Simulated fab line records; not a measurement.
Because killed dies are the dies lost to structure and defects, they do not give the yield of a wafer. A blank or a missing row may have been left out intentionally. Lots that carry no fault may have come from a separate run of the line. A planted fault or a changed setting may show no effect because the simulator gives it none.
Which tool is to blame?	flow nand harc	Sampling: 6 lots, 18 wafers, 4 of 1159 route steps

== WHAT EACH GAUGE READ, for each wafer ==
NHARC_P_GATE_INSPECT_68.
lot	measured	on	raw defect count
L279	day 6 02:56	defect inspect-01	204 262 152
L280	day 6 14:04	defect inspect-02	248 187 134
L284	day 7 06:41	defect inspect-01	234 292 203
L295	day 10 01:46	defect inspect-02	122 152 218
L298	day 10 18:57	defect inspect-02	184 124 191
L300	day 11 11:56	defect inspect-01	183 190 148

== WHAT TOOL EACH LOT RAN ON (gives the tool, then ch and the chambers of the sampled wafers, and finally the start) ==
lot	NHARC_P_GATE_ETCH_32	NHARC_P_GATE_DEGAS_109	NHARC_P_GATE_RTA_82
L279	rie si-06 ch 0,3, day 5 09:08	pvd sputter-03, day 6 01:53	rtp anneal-01 ch 0, day 6 02:44
L280	rie si-02 ch 1,2,3, day 5 18:17	pvd sputter-01, day 6 13:01	rtp anneal-02 ch 0, day 6 13:56
L284	rie si-03 ch 0,1, day 6 11:09	pvd sputter-03, day 7 05:32	rtp anneal-02 ch 0, day 7 06:30
L295	rie si-06 ch 1,3, day 9 07:19	pvd sputter-01, day 10 00:44	rtp anneal-01 ch 0, day 10 01:34
L298	rie si-06 ch 1,2,3, day 10 01:14	pvd sputter-01, day 10 17:56	rtp anneal-01 ch 0, day 10 18:47
L300	rie si-03 ch 1,2,3, day 10 17:31	pvd sputter-01, day 11 10:59	rtp anneal-01 ch 0, day 11 11:46
- NHARC_P_GATE_ETCH_32: etches the open film in HBr/Cl2, target depth 150 nm, time 100.1 s.
- NHARC_P_GATE_DEGAS_109: time 60 s.
- NHARC_P_GATE_RTA_82: time 30 s.

== THE ANSWER, worked out from the rows above alone ==
Rule: the usual values come from the lots themselves. Put in order of their means at a reading, lots are off if they are a third of the lots or fewer, leave a main group of 4 or more, and stand apart from it by a gap of 3 or more times the standard deviation of the main group's means; of several such gaps the widest counts. The tables above print the reading to a certain number of digits; a main group whose means all agree to those digits is not used. Also off: a lot with no number at a reading for which 4 or more lots have one. Any other lot the step has rows for is counted as sound.
Nothing can be told from this: no lot is off at any reading shown.

== WHAT HAD BEEN PUT IN BY THE SIMULATOR ==
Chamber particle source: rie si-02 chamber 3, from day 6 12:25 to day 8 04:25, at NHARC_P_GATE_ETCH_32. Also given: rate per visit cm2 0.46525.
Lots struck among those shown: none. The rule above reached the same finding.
